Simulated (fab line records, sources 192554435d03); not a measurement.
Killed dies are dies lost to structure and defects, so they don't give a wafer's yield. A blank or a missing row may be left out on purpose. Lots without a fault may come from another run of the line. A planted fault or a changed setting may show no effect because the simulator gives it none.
Chamber matching | flow n5_finfet | N5_GATE_CUT_CMP_23 on cmp-03: 4 sister chambers
The step polishes, stops on SiO2, t overpolish 23.4 s, target thk 16 nm. 18 wafers are shown with their chamber, then 9 later ones without.

WAFERS WITH THEIR CHAMBER
wafer  | chamber | motor_current_A (A) | overpolish_run_s (s) | time_to_endpoint_s (s)
L075.1 | 2       | 8.3                 | 23.399               | 20.2
L075.2 | 1       | 10.4                | 23.396               | 22.7
L075.5 | 2       | 7.9                 | 23.401               | 20.5
L076.2 | 2       | 8.3                 | 23.400               | 21.0
L076.5 | 0       | 9.3                 | 23.394               | 19.2
L076.6 | 1       | 10.2                | 23.395               | 17.4
L078.1 | 2       | 8.5                 | 23.399               | 21.2
L078.3 | 3       | 8.4                 | 23.397               | 18.4
L078.6 | 2       | 8.1                 | 23.392               | 19.8
L085.3 | 0       | 9.5                 | 23.391               | 20.8
L085.4 | 1       | 10.4                | 23.399               | 18.7
L085.5 | 3       | 8.7                 | 23.406               | 18.9
L089.1 | 0       | 9.0                 | 23.408               | 21.5
L089.2 | 2       | 8.6                 | 23.383               | 19.5
L089.3 | 3       | 8.4                 | 23.418               | 17.4
L093.1 | 3       | 8.2                 | 23.402               | 21.3
L093.5 | 1       | 10.2                | 23.406               | 22.8
L093.6 | 0       | 9.2                 | 23.393               | 22.8

SIGNATURES (means of the wafers above)
reading            | chamber 0 | chamber 1 | chamber 2 | chamber 3 | scatter within a chamber
motor_current_A    | 9.250     | 10.300    | 8.283     | 8.425     | 0.211
overpolish_run_s   | 23.39650  | 23.39900  | 23.39567  | 23.40575  | 0.00727
time_to_endpoint_s | 21.075    | 20.400    | 20.367    | 19.000    | 1.69
Rule: a wafer's distance from a chamber is the root of the sum, over the readings, of the square of ((its reading less the chamber's mean) divided by the reading's scatter). The wafer belongs to the nearest chamber; if the next one is less than 2 further off, it can't be placed. The scatter: the root of (the sum of the squares of (reading less its chamber's mean) over the shown wafers, divided by (wafers less chambers)).

WAFERS WITHOUT THEIR CHAMBER
wafer  | motor_current_A (A) | overpolish_run_s (s) | time_to_endpoint_s (s)
L091.2 | 8.2                 | 23.388               | 20.4
L091.4 | 8.7                 | 23.404               | 22.3
L091.6 | 8.4                 | 23.404               | 22.6
L094.2 | 8.4                 | 23.406               | 21.0
L094.3 | 8.7                 | 23.403               | 23.0
L094.6 | 9.4                 | 23.411               | 22.1
L096.1 | 8.9                 | 23.396               | 19.1
L096.3 | 10.5                | 23.402               | 21.3
L096.5 | 9.5                 | 23.408               | 19.4

WHICH CHAMBER EACH WENT THROUGH
wafer  | from the rows above          | in truth
L091.2 | can't be placed: 2 or 3      | 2
L091.4 | can't be placed: 3 or 2 or 0 | 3
L091.6 | can't be placed: 2 or 3      | 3
L094.2 | can't be placed: 3 or 2      | 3
L094.3 | can't be placed: 2 or 3 or 0 | 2
L094.6 | 0                            | 0
L096.1 | can't be placed: 0 or 3 or 2 | 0
L096.3 | 1                            | 1
L096.5 | can't be placed: 0 or 1      | 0
Placed correctly: 2 of 9. Can't be placed from these rows: 7 (the true chamber is among the candidates in 7). Placed wrongly: 0.
